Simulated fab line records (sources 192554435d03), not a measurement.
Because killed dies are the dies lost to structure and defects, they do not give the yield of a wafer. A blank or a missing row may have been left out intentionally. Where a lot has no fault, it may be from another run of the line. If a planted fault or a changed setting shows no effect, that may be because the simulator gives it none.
Shared-tool check ; flow n5 finfet ; Sampled: 10 lots, 30 wafers

WHY IT WAS OPENED
At N5_SD_EPI_N_CD_MEAS_09 the reading cd nm is flagged on 2 of 10 lots. No-fault wafers: 120.5 nm, standard deviation 0.69.
Rule: a lot is flagged when every wafer of it that has a number lies more than 4 standard deviations from that mean, or none has a number. All remaining lots are regarded as sound.

lot;measured;on;cd nm (nm), wafer by wafer;flag
L860;day 3 06:38;cd sem-02;120.8 119.2 119.8;
L861;day 3 07:17;cd sem-01;122.3 121.7 121.3;
L867;day 4 17:17;cd sem-01;119.5 119.7 120.1;
L868;day 5 03:22;cd sem-03;121.4 121.7 120.4;
L871;day 5 20:45;cd sem-03;119.5 120.5 120.1;
L872;day 6 01:10;cd sem-01;120.0 120.8 121.0;
L874;day 6 15:32;cd sem-02;119.0 119.8 120.4;
L881;day 8 06:40;cd sem-02;115.3 115.2 115.7;FLAGGED
L882;day 8 18:11;cd sem-03;115.7 116.3 115.9;FLAGGED
L883;day 8 21:05;cd sem-02;120.7 119.9 119.8;
On average the flagged lots' numbers are 115.7 nm, which is -4.8 nm against the usual, or -7 standard deviations.

WHICH TOOL EACH LOT WENT THROUGH
Before the reading, the record contains 2 process steps out of a 1938-step route. Every cell lists first the tool, next ch and the chambers used by the sampled wafers, and last the start.
lot;flag;N5_DUMMY_GATE_HM_OPEN_21;N5_SD_EPI_N_EXPOSE_06
L860;;rie diel-01 ch 0,2, day 3 04:52;arfi scanner-02 ch 0, day 3 06:31
L861;;rie diel-01 ch 0,1, day 3 05:11;arfi scanner-01 ch 0, day 3 07:10
L867;;rie diel-01 ch 0,2, day 4 15:46;arfi scanner-01 ch 0, day 4 17:10
L868;;rie diel-02 ch 1,2,3, day 5 01:27;arfi scanner-02 ch 0, day 5 03:16
L871;;rie diel-02 ch 0,2, day 5 19:13;arfi scanner-03 ch 0, day 5 20:38
L872;;rie diel-01 ch 0,2,3, day 5 23:31;arfi scanner-01 ch 0, day 6 01:03
L874;;rie diel-02 ch 0,1,3, day 6 13:35;arfi scanner-01 ch 0, day 6 15:25
L881;FLAGGED;rie diel-02 ch 0,1, day 8 05:08;arfi scanner-02 ch 0, day 8 06:32
L882;FLAGGED;rie diel-01 ch 0,3, day 8 16:40;arfi scanner-02 ch 0, day 8 18:04
L883;;rie diel-02 ch 0,2,3, day 8 18:32;arfi scanner-01 ch 0, day 8 20:58
What is done by these steps:
- N5_DUMMY_GATE_HM_OPEN_21: chemistry CH3F/O2, target SiNx, target depth 120 nm, time 171.4 s.
- N5_SD_EPI_N_EXPOSE_06: exposes mask SD N BLK, target cd 120 nm.
- N5_SD_EPI_N_CD_MEAS_09: target cd 120 nm.

FLAGGED AGAINST TOTAL, ONE TOOL AT A TIME (gauges that did the reading follow at the end)
step;tool;lots run;flagged;share of the flagged lots;sound lots run after its first flagged lot
N5_DUMMY_GATE_HM_OPEN_21;rie diel-01;5;1;some;0
N5_DUMMY_GATE_HM_OPEN_21;rie diel-02;5;1;some;1 (L883)
N5_SD_EPI_N_EXPOSE_06;arfi scanner-01;5;0;none;-
N5_SD_EPI_N_EXPOSE_06;arfi scanner-02;4;2;all;0
N5_SD_EPI_N_EXPOSE_06;arfi scanner-03;1;0;none;-
N5_SD_EPI_N_CD_MEAS_09;cd sem-01;3;0;none;-
N5_SD_EPI_N_CD_MEAS_09;cd sem-02;4;1;some;1 (L883)
N5_SD_EPI_N_CD_MEAS_09;cd sem-03;3;1;some;0

WHAT IS ALLOWED BY THE TABLE
Rows of the table that ran each flagged lot: 1, that is arfi scanner-02 at N5_SD_EPI_N_EXPOSE_06.
- arfi scanner-02 at N5_SD_EPI_N_EXPOSE_06 ran 4 lots, 2 of them flagged. Its last sound lot is L868 (day 5 03:16), its first flagged lot L881 (day 8 06:32): a fault that began between those two fits. Its own readings lie more than 4 standard deviations out on every wafer of the flagged lots: exposure dose mJ cm2.
Just one tool remains: arfi scanner-02 at N5_SD_EPI_N_EXPOSE_06.

WHAT THE SIMULATOR HAD PUT IN
Process parameter drift: arfi scanner-02, from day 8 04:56 on, at N5_SD_EPI_N_EXPOSE_06. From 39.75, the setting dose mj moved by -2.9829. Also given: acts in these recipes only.
Lots struck among those shown: L881, L882. Same finding as the rule above.
